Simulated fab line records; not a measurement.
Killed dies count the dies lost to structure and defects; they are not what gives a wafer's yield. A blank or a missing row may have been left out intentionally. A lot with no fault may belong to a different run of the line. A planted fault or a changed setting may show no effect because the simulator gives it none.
Chamber matching -- flow n5_finfet -- 4 sister chambers for N5_BEOL_M5_ETCH_75 on rie_diel-02
The step etches underlayer in N2/H2, target depth 6.5 nm, time 5.2 s. 27 wafers are shown with their chamber, then 12 later ones without.

== WAFERS WITH THEIR CHAMBER ==
wafer,chamber,showerhead_plenum_p_Torr (Torr),drypump_motor_current_A (A),throttle_valve_pct (%)
L075.1,2,2.34,6.1,18.07
L075.3,3,2.67,5.6,17.64
L075.4,1,2.41,4.9,17.51
L077.2,1,2.41,4.9,17.52
L077.5,3,2.67,5.6,17.64
L077.6,2,2.34,6.0,18.07
L082.3,0,2.55,5.3,18.25
L082.4,3,2.67,5.7,17.66
L082.6,0,2.55,5.3,18.26
L083.2,1,2.40,4.9,17.52
L083.4,3,2.67,5.6,17.66
L083.5,3,2.67,5.6,17.69
L084.2,1,2.40,4.9,17.53
L084.5,2,2.34,6.1,18.09
L084.6,1,2.40,4.9,17.53
L087.4,3,2.67,5.7,17.68
L087.5,3,2.67,5.6,17.71
L087.6,2,2.33,6.1,18.10
L086.1,2,2.33,6.1,18.10
L086.3,3,2.66,5.6,17.69
L086.4,1,2.40,4.9,17.57
L089.1,0,2.54,5.3,18.29
L089.3,2,2.33,6.0,18.14
L089.4,3,2.66,5.6,17.72
L091.2,0,2.54,5.3,18.31
L091.3,2,2.33,6.0,18.13
L091.5,0,2.54,5.3,18.30

SIGNATURES (averages over the wafers above)
reading,chamber 0,chamber 1,chamber 2,chamber 3,scatter within a chamber
showerhead_plenum_p_Torr,2.5440,2.4033,2.3343,2.6678,0.00502
drypump_motor_current_A,5.300,4.900,6.057,5.622,0.0377
throttle_valve_pct,18.2820,17.5300,18.1000,17.6767,0.0263
Rule: for each reading, subtract the chamber's mean from the wafer's reading, divide by that reading's scatter and square the result; add these up over the readings and take the root, which gives the wafer's distance from the chamber. The wafer belongs to the nearest chamber; if the next one is less than 2 further off, it can't be placed. How the scatter is found: for the shown wafers, subtract from each reading the mean of its chamber, square and add these, divide the total by (wafers less chambers), then take the root.

== WAFERS WHOSE CHAMBER IS MISSING ==
wafer,showerhead_plenum_p_Torr (Torr),drypump_motor_current_A (A),throttle_valve_pct (%)
L092.4,2.66,5.6,17.72
L092.5,2.39,4.9,17.56
L092.6,2.54,5.3,18.33
L096.1,2.39,4.9,17.56
L096.2,2.32,6.1,18.14
L096.3,2.66,5.6,17.72
L096.4,2.54,5.3,18.34
L096.5,2.39,4.9,17.58
L096.6,2.32,6.0,18.16
L097.3,2.53,5.3,18.31
L097.4,2.32,6.1,18.17
L097.6,2.53,5.3,18.34

== THE CHAMBER EACH PASSED THROUGH ==
wafer,from the rows above,in truth
L092.4,3,3
L092.5,1,1
L092.6,0,0
L096.1,1,1
L096.2,2,2
L096.3,3,3
L096.4,0,0
L096.5,1,1
L096.6,2,2
L097.3,0,0
L097.4,2,2
L097.6,0,0
12 of 12 placed correctly. Not placeable from these rows: 0. Number placed wrongly: 0.
